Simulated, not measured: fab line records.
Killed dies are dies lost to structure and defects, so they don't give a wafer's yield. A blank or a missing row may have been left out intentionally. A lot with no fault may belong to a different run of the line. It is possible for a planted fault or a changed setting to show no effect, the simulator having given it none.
A lot that was struck, set against a sound lot    flow nand-harc    30 steps out of a route of 1159
Sound: the wafers L574.1, L574.2, L574.6. Struck: wafer L567.4. (L567.2, L567.3 of the same lot were not struck and are left out.) The cause comes at the end.
For every step that has rows: the tool of each side, followed by ch and its chambers, followed by its first start. Under that, the readings that differ: sound wafers    struck wafers    difference of the means    sigmas: that difference in standard deviations of wafers without a fault.
alike: same words and numbers on both sides, and readings whose means sit less than 2 such deviations apart. not compared: any withheld reading, any reading some wafer has no value for, any bound like >300 that may hide the same value, and any number with overlapping values for which the record gives no deviation.
Wherever a step has rows on one side only, a row that says differs or no value, or a row with sigmas, the two part there. Numbers that have no deviation but don't overlap get no sigmas and don't part them. A reading missing from all wafers of one side parts the sides only when that side holds two or more wafers.

first, 1 step without rows for these wafers: NHARC_A_CONTACT_ETCH_139 (etches the open film in C4F8/O2/Ar, time 137 s, target depth 590 nm).
NHARC_A_CONTACT_ETCH_92: etches the open film in CH3F/O2, target depth 40 nm, time 85.7 s.
  sound on rie-diel-01 ch 0,1,2, day 20 20:23; struck on rie-diel-07 ch 0, day 19 05:03
reading                sound              struck  difference  sigmas
oes-product-au (a.u.)  0.925 0.915 0.915  1.005   +0.087      +3
  alike: drypump-motor-current-A, rf-vpp-V, showerhead-plenum-p-Torr, throttle-valve-pct
  not compared: rf-hours-counter-h
then, 1 step without rows for these wafers: NHARC_A_CONTACT_ETCH_98 (etches the open film in C4F6/O2, target depth 20 nm, time 10 s).
NHARC_A_CONTACT_CD_MEAS_15:
  sound: cd-sem-01 at day 20 20:41; struck: cd-sem-02 at day 19 05:17
  alike: cd-nm
then, 4 steps without rows for these wafers: NHARC_A_CONTACT_STRIP_107 (strips in N2/H2); NHARC_A_CONTACT_STRIP_108 (strips in CF4/CHF3); NHARC_A_CONTACT_STRIP_109 (strips in O2/COS); NHARC_A_CONTACT_ETCH_110 (etches the open film in CF4/O2, target depth 50 nm, overetch 5 nm, time 27.5 s).
NHARC_A_CONTACT_STRIP_26: strips in O2.
  sound: rie-diel-02 ch 0,1; struck: rie-diel-07 ch 0
reading                          sound           struck  difference  sigmas
showerhead-plenum-p-Torr (Torr)  3.37 3.32 3.32  3.63    +0.29       +2
  alike: drypump-motor-current-A, oes-product-au, rf-vpp-V, throttle-valve-pct
  not compared: rf-hours-counter-h
then, 1 step without rows for these wafers: NHARC_A_CONTACT_STRIP_27 (strips in post etch residue remover, time 600 s).
NHARC_A_CONTACT_ALD_18: deposits TiN, target thk 3 nm, pulse time 1 s, ald cycles 150.
  sound on ald-metal-04 ch 1,2, day 20 21:46; struck on ald-metal-04 ch 1, day 19 06:13
  alike: heater-power-w, precursor-pulse-height-rel
NHARC_A_CONTACT_CVD_19: deposits W, target thk 300 nm, time 802 s.
  sound: cvd-w-02 ch 0,1; struck: cvd-w-01 ch 0
  alike: heater-power-w, throttle-valve-pct
NHARC_A_CONTACT_CMP_20: polishes, t overpolish 30 s, target thk 300 nm.
  sound on cmp-03 ch 2,3, day 20 22:52; struck on cmp-01 ch 2, day 19 09:23
  alike: motor-current-A, overpolish-run-s, time-to-endpoint-s
after that, 1 step had no rows for these wafers: NHARC_A_CONTACT_SRD_22.
NHARC_A_CONTACT_INSPECT_23:
  sound: defect-inspect-01 at day 20 23:14; struck: defect-inspect-01 at day 19 09:47
reading           sound        struck  difference  sigmas
raw-defect-count  371 429 315  1634    +1262       +10
then, 10 steps without rows for these wafers: NHARC_A_BLC_DEHYDRATE_00 (time 120 s); NHARC_A_BLC_HMDS_01 (time 30 s); NHARC_A_BLC_COAT_02 (time 75 s); NHARC_A_BLC_COAT_03 (time 65 s); NHARC_A_BLC_COAT_04 (resist thk 90 nm); NHARC_A_BLC_SOFTBAKE_05 (time 55 s); NHARC_A_BLC_EBR_06; NHARC_A_BLC_EXPOSE_07 (exposes mask A BLC, target cd 100 nm); NHARC_A_BLC_PEB_08 (peb time 65 s); NHARC_A_BLC_DEVELOP_09 (develop time 35 s).
NHARC_A_BLC_CD_MEAS_10 targets a cd of 100 nm.
  sound on cd-sem-03 ch 0, day 20 23:45; struck on cd-sem-03 ch 0, day 19 10:10
  alike: cd-nm
NHARC_A_BLC_OVL_MEAS_11:
  sound: overlay-01 at day 20 23:50; struck: overlay-01 at day 19 10:15
  alike: overlay-x-nm, overlay-y-nm
NHARC_A_BLC_INSPECT_12:
  sound: defect-inspect-02 at day 20 23:52; struck: defect-inspect-02 at day 19 10:17
reading           sound     struck  difference  sigmas
raw-defect-count  57 66 52  1381    +1323       +94
NHARC_A_BLC_DESCUM_15: chemistry O2, time 3 s.
  sound on rie-diel-05 ch 0,2, day 20 23:56; struck on rie-diel-05 ch 2, day 19 10:21
  alike: drypump-motor-current-A, oes-product-au, rf-vpp-V, showerhead-plenum-p-Torr, throttle-valve-pct
  not compared: rf-hours-counter-h
NHARC_END_SORT_01:
  sound on prober-01 ch 0, day 23 06:30; struck on prober-01 ch 0, day 21 08:34
reading          sound  struck  difference  sigmas
killed-at-array  41 43  586     +544        +57
killed-dies      43 46  586     +542        +54
  alike: killed-at-other, killed-at-periphery, killed-open, killed-short

== WHERE THEY PART ==
Earliest at NHARC_A_CONTACT_ETCH_92; latest, in this record, at NHARC_END_SORT_01.

WHY: what the simulator had put in
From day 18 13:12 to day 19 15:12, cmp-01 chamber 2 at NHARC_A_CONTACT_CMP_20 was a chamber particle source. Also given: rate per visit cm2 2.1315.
